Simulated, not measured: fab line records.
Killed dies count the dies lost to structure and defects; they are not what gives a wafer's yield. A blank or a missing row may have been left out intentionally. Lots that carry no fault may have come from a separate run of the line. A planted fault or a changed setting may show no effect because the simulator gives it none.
Chamber matching / flow nandHarc / NHARC_A_CONTACT_DEP_24 on pecvd-04: 3 sister chambers
The step deposits SiO2, target thk 500 nm. 3 wafers are shown with their chamber, then 12 later ones without.

## EACH WAFER AND ITS CHAMBER
wafer=L089.2; chamber=2; throttleValvePct (%)=16.1
wafer=L089.3; chamber=1; throttleValvePct (%)=16.0
wafer=L089.4; chamber=0; throttleValvePct (%)=16.6

## WAFERS WHOSE CHAMBER IS MISSING
wafer=L091.2; throttleValvePct (%)=16.1
wafer=L091.5; throttleValvePct (%)=15.9
wafer=L091.6; throttleValvePct (%)=16.7
wafer=L095.3; throttleValvePct (%)=16.6
wafer=L095.4; throttleValvePct (%)=15.9
wafer=L095.5; throttleValvePct (%)=16.2
wafer=L094.2; throttleValvePct (%)=15.9
wafer=L094.3; throttleValvePct (%)=16.9
wafer=L094.5; throttleValvePct (%)=16.8
wafer=L096.1; throttleValvePct (%)=16.9
wafer=L096.3; throttleValvePct (%)=15.9
wafer=L096.5; throttleValvePct (%)=16.9

## WHICH CHAMBER EACH WENT THROUGH
wafer=L091.2; from the rows above=can't be placed: 2 or 1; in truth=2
wafer=L091.5; from the rows above=can't be placed: 1 or 2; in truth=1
wafer=L091.6; from the rows above=0; in truth=0
wafer=L095.3; from the rows above=0; in truth=0
wafer=L095.4; from the rows above=can't be placed: 1 or 2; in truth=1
wafer=L095.5; from the rows above=can't be placed: 2 or 1 or 0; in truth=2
wafer=L094.2; from the rows above=can't be placed: 1 or 2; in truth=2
wafer=L094.3; from the rows above=0; in truth=0
wafer=L094.5; from the rows above=0; in truth=0
wafer=L096.1; from the rows above=0; in truth=0
wafer=L096.3; from the rows above=can't be placed: 1 or 2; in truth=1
wafer=L096.5; from the rows above=0; in truth=0
Correctly placed: 6 of 12. Unplaceable from these rows: 6, with the true chamber sitting among the candidates in 6. Number placed wrongly: 0.
How it was worked out, from the rows above alone: a wafer's distance from a chamber is the root of the sum, over the readings, of the square of ((its reading less the chamber's mean) divided by the reading's scatter). The wafer belongs to the nearest chamber; if the next one is less than 2 further off, it can't be placed. For every chamber, the mean is computed from those of its wafers that are shown. The scatter (one wafer shown for each chamber): square how far every hidden wafer sits from the nearest shown wafer, average those squares and take the square root.
